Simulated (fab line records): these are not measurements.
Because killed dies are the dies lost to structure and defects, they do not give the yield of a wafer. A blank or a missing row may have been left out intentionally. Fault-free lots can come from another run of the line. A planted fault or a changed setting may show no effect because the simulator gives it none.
Matching of chambers ; flow n5Finfet ; 4 sister chambers for N5_BEOL_M6_STRIP_19 on rieDiel-06
The step strips in O2. 22 wafers are shown with their chamber, then 11 later ones without.

== EACH WAFER AND ITS CHAMBER ==
wafer;chamber;showerheadPlenumPTorr (Torr);throttleValvePct (%);oesProductAu (a.u.)
L074.1;0;2.19;17.14;0.71
L074.3;2;2.15;16.73;0.70
L074.5;3;2.00;16.72;0.75
L077.1;2;2.15;16.75;0.69
L077.4;0;2.18;17.17;0.70
L077.6;2;2.15;16.75;0.69
L075.2;0;2.18;17.16;0.70
L075.4;0;2.18;17.18;0.71
L075.6;2;2.15;16.75;0.69
L079.2;1;2.04;16.38;0.93
L079.3;3;1.99;16.77;0.73
L079.5;0;2.18;17.20;0.68
L080.1;3;1.99;16.79;0.74
L080.3;2;2.14;16.75;0.68
L080.5;2;2.14;16.76;0.69
L082.1;0;2.18;17.21;0.70
L082.4;1;2.04;16.40;0.94
L082.5;1;2.04;16.40;0.95
L081.1;1;2.04;16.41;0.93
L081.2;2;2.14;16.78;0.68
L081.6;3;1.99;16.80;0.73
L088.2;2;2.14;16.79;0.67

SIGNATURES, as means of the wafers listed above
reading;chamber 0;chamber 1;chamber 2;chamber 3;scatter within a chamber
showerheadPlenumPTorr;2.1817;2.0400;2.1450;1.9925;0.00446
throttleValvePct;17.1767;16.3975;16.7575;16.7700;0.0238
oesProductAu;0.7000;0.9375;0.6863;0.7375;0.00982
Rule: for a wafer and a chamber, the distance is found by dividing, reading by reading, the gap between the wafer's reading and the chamber's mean by the reading's scatter, squaring, summing and taking the root. If the next closest chamber is less than 2 further off than the closest, the wafer can't be placed; otherwise it belongs to the closest. The scatter: the root of (the sum of the squares of (reading less its chamber's mean) over the shown wafers, divided by (wafers less chambers)).

== WAFERS WITH NO CHAMBER GIVEN ==
wafer;showerheadPlenumPTorr (Torr);throttleValvePct (%);oesProductAu (a.u.)
L088.3;2.03;16.39;0.91
L088.4;1.99;16.80;0.71
L091.2;1.99;16.82;0.72
L091.5;2.03;16.46;0.90
L091.6;2.14;16.80;0.67
L093.2;1.98;16.82;0.71
L093.3;2.03;16.41;0.89
L093.4;2.17;17.24;0.67
L096.1;2.03;16.45;0.87
L096.2;2.13;16.84;0.66
L096.5;2.13;16.82;0.66

== WHICH CHAMBER EACH ONE RAN IN ==
wafer;from the rows above;in truth
L088.3;1;1
L088.4;3;3
L091.2;3;3
L091.5;1;1
L091.6;2;2
L093.2;3;3
L093.3;1;1
L093.4;0;0
L096.1;1;1
L096.2;2;2
L096.5;2;2
11 of 11 placed correctly. Left unplaced by these rows: 0. Number placed wrongly: 0.
